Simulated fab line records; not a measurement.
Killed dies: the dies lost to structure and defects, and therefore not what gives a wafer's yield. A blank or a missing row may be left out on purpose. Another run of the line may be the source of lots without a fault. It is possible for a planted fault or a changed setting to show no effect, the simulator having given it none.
A struck lot beside a sound one    flow nand harc    25 steps out of a route of 1159
Sound: these wafers, L162.3, L162.4, L162.6. Wafers struck: L167.1, L167.2, L167.6. The cause is named last.
Each step with rows lists, per side, the tool, then ch with its chambers, then its first start. Under that, the readings that differ: sound wafers    struck wafers    difference of the means    sigmas: that difference in standard deviations of wafers without a fault.
alike: words and numbers the same on both sides, and readings whose means are apart by under 2 such deviations; not compared: readings that were withheld, readings missing a value for some wafer, numbers with overlapping values and no deviation given by the record, and bounds like >300 which may hide the same value.
A row with sigmas, a row that says differs or no value, or rows on one side alone: a step with any of these is where the two part. Numbers that have no deviation but don't overlap get no sigmas and don't part them. Lack of a reading on every wafer of one side parts them only where that side has two or more wafers.

first, 9 steps without rows for these wafers: NHARC_A_ZERO_WELL_ETCH_13 (etches the open film in HBr/Cl2, target depth 120 nm, time 40.1 s); NHARC_A_ZERO_WELL_STRIP_14 (strips in SPM, time 900 s); NHARC_A_ZERO_WELL_IMPLANT_15; NHARC_A_ZERO_WELL_PRECLEAN_22 (cleans in SC1, time 60 s); NHARC_A_ZERO_WELL_SRD_23; NHARC_A_ZERO_WELL_RTA_16 (time 10 s); NHARC_A_SOURCE_PLATE_PRECLEAN_00 (cleans in HF-LAST, time 60 s); NHARC_A_SOURCE_PLATE_SRD_01; NHARC_A_SOURCE_PLATE_OXIDE_02 (material SiO2, target thk 10 nm, ox time 1362 s).
NHARC_A_SOURCE_PLATE_PVD_04: deposits WSi2, target thk 50 nm.
  sound on pvd sputter-02 at day 7 03:09; struck on pvd sputter-02 at day 8 17:34
then, 14 steps without rows for these wafers: NHARC_A_SOURCE_PLATE_CVD_03 (deposits poly-Si, target thk 200 nm, time 4000 s); NHARC_A_SOURCE_PLATE_ANNEAL_05 (time 1800 s); NHARC_A_ONON_D1_DEP_00 (target thk 1000 nm); NHARC_A_ONON_D1_DEP_03 (target thk 1000 nm); NHARC_A_ONON_D1_DEP_06 (target thk 1000 nm); NHARC_A_ONON_D1_DEP_09 (target thk 1000 nm); NHARC_A_ONON_D1_DEP_12 (target thk 1000 nm); NHARC_A_ONON_D1_ANNEAL_15 (time 3600 s); NHARC_A_ONON_D1_DEP_16 (target thk 1000 nm); NHARC_A_ONON_D1_DEP_19 (target thk 1000 nm); NHARC_A_ONON_D1_DEP_22 (target thk 1000 nm); NHARC_A_ONON_D1_DEP_25 (target thk 1000 nm); NHARC_A_ONON_D1_DEP_28 (target thk 1000 nm); NHARC_A_ONON_D1_DEP_33 (deposits SiO2, target thk 200 nm).
-- break in the record here, with 12 days between the starts of the struck wafers on either side (left off in module A_ONON_D1, picked up again in module END, where the first step shown is number 1159 on the route) --
NHARC_END_SORT_01:
  the record has rows for the struck wafers here (prober-01 ch 0, day 20 21:46) and none for the sound ones

== WHERE THEY PART ==
At NHARC_END_SORT_01 and nowhere else, as far as this record goes.

WHY: what had been put in by the simulator
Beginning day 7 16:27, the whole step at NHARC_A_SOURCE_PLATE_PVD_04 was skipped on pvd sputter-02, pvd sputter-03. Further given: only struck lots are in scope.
